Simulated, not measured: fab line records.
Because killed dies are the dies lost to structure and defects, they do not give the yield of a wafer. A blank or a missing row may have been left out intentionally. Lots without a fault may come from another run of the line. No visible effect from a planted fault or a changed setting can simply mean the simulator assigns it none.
The tool behind it: which one?    flow nand-harc    7 lots with 21 wafers sampled at 2 steps, on a route of 1302 steps

== WHAT EACH GAUGE READ, for each wafer ==
NHARC_A_ONON_D2_THK_MEAS_18: measures by ellipsometry.
lot   measured      on             thk-nm (nm)
L238  day 13 08:40  film-metro-01  998 1000 1000
L242  day 15 02:20  film-metro-01  991 990 989
L244  day 16 04:40  film-metro-02  1009 1007 1009
L249  day 17 17:16  film-metro-01  1007 1005 1006
L252  day 19 13:06  film-metro-01  334 334 334
L255  day 20 07:47  film-metro-02  989 989 990
L257  day 21 09:02  film-metro-02  1012 1012 1012

== EACH LOT AND THE TOOL THAT RAN IT (in order: tool; ch and the chambers of the sampled wafers; start) ==
lot   NHARC_A_ONON_D2_DEP_16
L238  pecvd-onon-03 ch 0, day 13 08:13
L242  pecvd-onon-03 ch 0, day 15 01:49
L244  pecvd-onon-01 ch 0, day 16 04:09
L249  pecvd-onon-03 ch 0, day 17 16:46
L252  pecvd-onon-03 ch 0, day 19 12:35
L255  pecvd-onon-02 ch 0, day 20 07:16
L257  pecvd-onon-01 ch 0, day 21 08:32
- NHARC_A_ONON_D2_DEP_16: target thk 1000 nm.

== THE ANSWER, worked out from the rows above alone ==
Rule: usual is defined by the lots themselves. The widest of any qualifying gaps counts: lots, ordered by their means at a reading, are off when they make up no more than a third of the lots, leave a main group of 4 or more, and stand apart from it by 3 or more times the standard deviation of that group's means. Not used: any main group whose means are identical at the precision the tables above print for the reading. A lot without any number at a reading at which 4 lots or more have one is off too. The other lots that the step has rows for count as sound.
Off: L252, at NHARC_A_ONON_D2_THK_MEAS_18 (thk-nm). Mean 1001 nm and standard deviation 8.8 in the main group.
A tool fits if, at a process step before that reading, it ran every lot that is off, and no sound lot after the first of them. Gauges at NHARC_A_ONON_D2_THK_MEAS_18: tried the same way as those tools. This does not decide it: 2 tools fit, namely pecvd-onon-03 at NHARC_A_ONON_D2_DEP_16 and film-metro-01 at NHARC_A_ONON_D2_THK_MEAS_18.

== WHAT WAS PUT IN BY THE SIMULATOR ==
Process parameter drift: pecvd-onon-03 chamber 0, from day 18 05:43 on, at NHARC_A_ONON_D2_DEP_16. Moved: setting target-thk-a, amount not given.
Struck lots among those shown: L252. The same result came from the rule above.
